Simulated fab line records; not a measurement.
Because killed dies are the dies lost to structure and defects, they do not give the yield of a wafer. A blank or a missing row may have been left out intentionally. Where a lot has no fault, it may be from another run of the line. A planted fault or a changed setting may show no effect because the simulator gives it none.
Chamber matching | flow n5 finfet | N5_BEOL_M0_SAQP_ETCH_88 on rie diel-02: 4 sister chambers
The step etches underlayer in N2/H2, target depth 6.5 nm, time 5.2 s. 14 wafers are shown with their chamber, then 7 later ones without.

## WAFERS, EACH WITH ITS CHAMBER
wafer  | chamber | drypump motor current A (A) | showerhead plenum p Torr (Torr) | etch rf on time s (s)
L077.2 | 0       | 6.5                         | 2.55                            | 5.22
L077.3 | 1       | 5.7                         | 2.64                            | 5.48
L077.5 | 1       | 5.7                         | 2.64                            | 5.48
L078.3 | 1       | 5.7                         | 2.64                            | 5.47
L078.4 | 2       | 5.9                         | 2.53                            | 4.99
L078.6 | 0       | 6.5                         | 2.55                            | 5.20
L080.3 | 3       | 6.5                         | 2.46                            | 5.21
L080.4 | 2       | 5.9                         | 2.52                            | 5.03
L080.5 | 0       | 6.5                         | 2.55                            | 5.15
L090.1 | 1       | 5.7                         | 2.63                            | 5.46
L090.2 | 3       | 6.5                         | 2.45                            | 5.24
L090.4 | 2       | 5.8                         | 2.52                            | 5.03
L092.1 | 1       | 5.7                         | 2.63                            | 5.47
L092.2 | 2       | 5.9                         | 2.51                            | 5.04

SIGNATURES (means of the wafers above)
reading                  | chamber 0 | chamber 1 | chamber 2 | chamber 3 | scatter within a chamber
drypump motor current A  | 6.500     | 5.700     | 5.875     | 6.500     | 0.0274
showerhead plenum p Torr | 2.5500    | 2.6360    | 2.5200    | 2.4550    | 0.00608
etch rf on time s        | 5.1900    | 5.4720    | 5.0225    | 5.2250    | 0.0219
Rule: for a wafer and a chamber, the distance is found by dividing, reading by reading, the gap between the wafer's reading and the chamber's mean by the reading's scatter, squaring, summing and taking the root. The wafer belongs to the nearest chamber; if the next one is less than 2 further off, it can't be placed. The scatter is the square root of a quotient: the sum, over the shown wafers, of each reading's squared deviation from its chamber's mean, divided by wafers minus chambers.

## WAFERS WITHOUT THEIR CHAMBER
wafer  | drypump motor current A (A) | showerhead plenum p Torr (Torr) | etch rf on time s (s)
L092.3 | 6.5                         | 2.54                            | 5.08
L094.2 | 5.9                         | 2.51                            | 5.03
L094.3 | 6.5                         | 2.45                            | 5.23
L094.4 | 6.5                         | 2.54                            | 5.13
L096.2 | 6.5                         | 2.45                            | 5.28
L096.3 | 5.9                         | 2.51                            | 5.09
L096.5 | 5.7                         | 2.63                            | 5.51

## CHAMBER TAKEN BY EACH
wafer  | from the rows above | in truth
L092.3 | 0                   | 0
L094.2 | 2                   | 2
L094.3 | 3                   | 3
L094.4 | 0                   | 0
L096.2 | 3                   | 3
L096.3 | 2                   | 2
L096.5 | 1                   | 1
Correctly placed: 7 of 7. Number that these rows cannot place: 0. 0 placed wrongly.
